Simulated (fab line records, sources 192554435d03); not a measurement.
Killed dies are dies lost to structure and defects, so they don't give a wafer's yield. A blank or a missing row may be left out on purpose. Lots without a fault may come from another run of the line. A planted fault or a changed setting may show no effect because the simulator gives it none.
Chamber matching | flow n5_finfet | N5_BEOL_M2_VIA_ETCH_34 on rie_diel-04: 4 sister chambers
The step etches the open film in C4F6/O2, target depth 69.4 nm, time 65.9 s. 4 wafers are shown with their chamber, then 7 later ones without.

WAFERS WITH THEIR CHAMBER
wafer  | chamber | showerhead_plenum_p_Torr (Torr)
L083.4 | 0       | 2.79
L083.5 | 1       | 2.94
L090.3 | 3       | 2.99
L090.5 | 2       | 2.84

WAFERS WITHOUT THEIR CHAMBER
wafer  | showerhead_plenum_p_Torr (Torr)
L090.6 | 2.99
L093.2 | 2.94
L093.3 | 2.99
L093.4 | 2.84
L095.1 | 2.78
L095.4 | 2.93
L095.5 | 2.98

WHICH CHAMBER EACH WENT THROUGH
wafer  | from the rows above | in truth
L090.6 | 3                   | 3
L093.2 | 1                   | 1
L093.3 | 3                   | 3
L093.4 | 2                   | 2
L095.1 | 0                   | 0
L095.4 | 1                   | 1
L095.5 | 3                   | 3
Placed correctly: 7 of 7. Can't be placed from these rows: 0. Placed wrongly: 0.
How it was worked out, from the rows above alone: a wafer's distance from a chamber is the root of the sum, over the readings, of the square of ((its reading less the chamber's mean) divided by the reading's scatter). The wafer belongs to the nearest chamber; if the next one is less than 2 further off, it can't be placed. A chamber's mean is the mean of its shown wafers. The scatter: with one shown wafer a chamber, the root of the mean of the squares of how far each hidden wafer lies from its nearest shown one.
